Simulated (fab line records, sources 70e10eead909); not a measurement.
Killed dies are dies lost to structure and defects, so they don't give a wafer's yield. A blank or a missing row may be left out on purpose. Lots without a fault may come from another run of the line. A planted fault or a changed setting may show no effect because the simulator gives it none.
A struck lot beside a sound one | flow nand_harc | 43 steps out of a route of 1302
Sound: wafers L927.2, L927.3, L927.5. Struck: wafers L930.3, L930.4, L930.6. The cause comes at the end.
At each step with rows: each side's tool, then ch and its chambers, then its first start. Under that, the readings that differ: sound wafers | struck wafers | difference of the means | sigmas: that difference in standard deviations of wafers without a fault.
alike: readings whose means differ by less than 2 such deviations, and words and numbers that are the same on both sides. not compared: withheld readings, readings that some wafer has no value for, bounds like >300 that may hide the same value, and numbers for which the record gives no deviation and whose values overlap.
The two part at a step that has a row with sigmas, a row that says differs or no value, or rows on one side only. Numbers that don't overlap but have no deviation are shown without sigmas and don't part them. A reading that every wafer of one side lacks parts them only if that side has two wafers or more.

first, 7 steps without rows for these wafers: NHARC_P_STI_SRD_35; NHARC_P_STI_ETCH_36 (etches SiO2 in dHF, target depth 38.8 nm); NHARC_P_STI_STRIP_24 (strips Si3N4 in H3PO4); NHARC_P_STI_ETCH_37 (etches SiO2 in dHF, target depth 11 nm); NHARC_P_STI_PRECLEAN_38 (cleans in SC1); NHARC_P_STI_SRD_39; NHARC_P_STI_OXIDE_40 (material SiO2, target thk 10 nm, ox time 1362 s).
NHARC_P_STI_INSPECT_25:
  sound on defect_inspect-02, day 7 18:02; struck on defect_inspect-01, day 9 03:40
  alike: raw_defect_count
then, 3 steps without rows for these wafers: NHARC_P_GATE_ETCH_69 (etches SiO2 in dHF, target depth 14 nm); NHARC_P_GATE_PRECLEAN_70 (cleans in SC1); NHARC_P_GATE_SRD_01.
NHARC_P_GATE_OXIDE_02: material SiO2, target thk 37.5 nm, ox time 365 s.
  sound on furnace-06 ch 0, day 7 21:45; struck on furnace-03 ch 0, day 9 07:02
  reading                | sound    | struck   | difference | sigmas
  zone_power_top_pct (%) | 32 32 31 | 40 40 40 | +8         | +2
  alike: spike_tc_lower_C
then, 8 steps without rows for these wafers: NHARC_P_GATE_DEHYDRATE_03 (time 120 s); NHARC_P_GATE_HMDS_04 (time 30 s); NHARC_P_GATE_COAT_05; NHARC_P_GATE_SOFTBAKE_06 (time 95 s); NHARC_P_GATE_EBR_07; NHARC_P_GATE_EXPOSE_08 (exposes mask P HV); NHARC_P_GATE_PEB_09 (peb time 85 s); NHARC_P_GATE_DEVELOP_10 (time 70 s).
NHARC_P_GATE_CD_MEAS_11: target cd 1640 nm.
  sound on cd_sem-02 ch 0, day 8 02:38; struck on cd_sem-01 ch 0, day 9 11:59
  alike: cd_nm
then, 1 step without rows for these wafers: NHARC_P_GATE_HARDBAKE_12 (time 80 s).
NHARC_P_GATE_DESCUM_13: chemistry O2, time 3 s.
  sound on rie_diel-08 ch 2,3, day 8 02:47; struck on rie_diel-04 ch 1,3, day 9 12:11
  alike: drypump_motor_current_A, o2_flow_sccm, oes_product_au, rf_vpp_V, showerhead_plenum_p_Torr, throttle_valve_pct
  not compared: rf_hours_counter_h
then, 6 steps without rows for these wafers: NHARC_P_GATE_ETCH_14 (etches SiO2 in dHF, target depth 48.8 nm); NHARC_P_GATE_STRIP_15 (strips in SPM, time 780 s); NHARC_P_GATE_PRECLEAN_71 (cleans in SC1); NHARC_P_GATE_SRD_72; NHARC_P_GATE_OXIDE_16 (material SiO2, target thk 3 nm, ox time 392 s); NHARC_P_GATE_CVD_17 (deposits poly-Si, target thk 150 nm, time 900 s).
NHARC_P_GATE_HM_DEP_102: deposits aC, target thk 120 nm.
  sound on acl_dep-02 ch 0, day 8 15:22; struck on acl_dep-01 ch 0, day 10 07:06
  alike: throttle_valve_pct
  not compared: susceptor_temp_C
NHARC_P_GATE_DEP_103: deposits SiON, target thk 30 nm.
  sound on pecvd-02 ch 0,2, day 8 15:58; struck on pecvd-03 ch 0,1, day 10 07:38
  alike: heater_power_w, susceptor_temp_C
then, 8 steps without rows for these wafers: NHARC_P_GATE_DEHYDRATE_18 (time 120 s); NHARC_P_GATE_HMDS_19 (time 30 s); NHARC_P_GATE_COAT_20 (resist thk 90 nm); NHARC_P_GATE_SOFTBAKE_21 (time 55 s); NHARC_P_GATE_EBR_22; NHARC_P_GATE_EXPOSE_23 (exposes mask P GATE, target cd 120 nm); NHARC_P_GATE_PEB_24 (peb time 65 s); NHARC_P_GATE_DEVELOP_25 (develop time 35 s).
NHARC_P_GATE_CD_MEAS_26: target cd 120 nm.
  sound on cd_sem-03 ch 0, day 8 16:37; struck on cd_sem-02 ch 0, day 10 08:20
  alike: cd_nm
NHARC_P_GATE_OVL_MEAS_27:
  sound on overlay-02, day 8 16:43; struck on overlay-01, day 10 08:25
  alike: overlay_x_nm, overlay_y_nm
NHARC_P_GATE_INSPECT_28:
  sound on defect_inspect-02, day 8 16:44; struck on defect_inspect-01, day 10 08:27
  reading          | sound | struck   | difference | sigmas
  raw_defect_count | 1 4 7 | 26 20 24 | +19        | +6
-- the record jumps here: 19 days lie between the struck wafers' starts before and after (it left off in module P_GATE and takes up again in module END, whose first step shown is number 1302 of the route) --
NHARC_END_SORT_01:
  sound on prober-02 ch 0, day 27 23:19; struck on prober-01 ch 0, day 29 19:37
  reading             | sound | struck   | difference | sigmas
  killed_at_array     | 90    | 36 41 25 | -56        | -3
  killed_at_periphery | 5     | 28 23 21 | +19        | +8
  alike: killed_at_other, killed_dies, killed_open, killed_short

WHERE THEY PART
First at NHARC_P_GATE_OXIDE_02; last, within this record, at NHARC_END_SORT_01.

WHY: what the simulator had put in
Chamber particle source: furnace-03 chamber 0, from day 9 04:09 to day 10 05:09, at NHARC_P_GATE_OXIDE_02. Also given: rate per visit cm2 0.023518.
